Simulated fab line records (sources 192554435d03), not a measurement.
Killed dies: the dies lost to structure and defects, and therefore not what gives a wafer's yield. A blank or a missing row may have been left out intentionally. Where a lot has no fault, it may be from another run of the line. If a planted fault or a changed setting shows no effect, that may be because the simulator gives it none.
Chamber matching | flow n5Finfet | rieDiel-03 running N5_BEOL_M12_ETCH_59: 4 sister chambers
The step etches BARC in N2/H2, target depth 89 nm, overetch 26.7 nm, time 67.9 s. 8 wafers are shown with their chamber, then 9 later ones without.

WAFERS, EACH WITH ITS CHAMBER
wafer  | chamber | throttleValvePct (%) | showerheadPlenumPTorr (Torr)
L084.3 | 3       | 17.75                | 2.45
L084.6 | 1       | 18.15                | 2.58
L090.2 | 2       | 17.35                | 2.69
L090.4 | 0       | 17.20                | 2.59
L090.6 | 0       | 17.18                | 2.59
L092.2 | 3       | 17.76                | 2.44
L092.4 | 2       | 17.37                | 2.69
L092.6 | 1       | 18.19                | 2.58

WAFERS MISSING THEIR CHAMBER
wafer  | throttleValvePct (%) | showerheadPlenumPTorr (Torr)
L095.1 | 17.38                | 2.68
L095.3 | 17.22                | 2.58
L095.5 | 17.23                | 2.58
L097.1 | 18.20                | 2.57
L097.2 | 17.21                | 2.58
L097.3 | 17.80                | 2.44
L097.4 | 17.41                | 2.68
L097.5 | 17.81                | 2.44
L097.6 | 17.22                | 2.58

THE CHAMBER EACH PASSED THROUGH
wafer  | from the rows above | in truth
L095.1 | 2                   | 2
L095.3 | 0                   | 0
L095.5 | 0                   | 0
L097.1 | 1                   | 1
L097.2 | 0                   | 0
L097.3 | 3                   | 3
L097.4 | 2                   | 2
L097.5 | 3                   | 3
L097.6 | 0                   | 0
9 of 9 placed correctly. Number that these rows cannot place: 0. Wrongly placed: 0.
How it was worked out, from the rows above alone: a wafer's distance from a chamber is the root of the sum, over the readings, of the square of ((its reading less the chamber's mean) divided by the reading's scatter). If the next closest chamber is less than 2 further off than the closest, the wafer can't be placed; otherwise it belongs to the closest. For every chamber, the mean is computed from those of its wafers that are shown. The scatter: take each reading less its chamber's mean, square it, sum over the shown wafers, divide by the number of wafers less the number of chambers, and take the root.
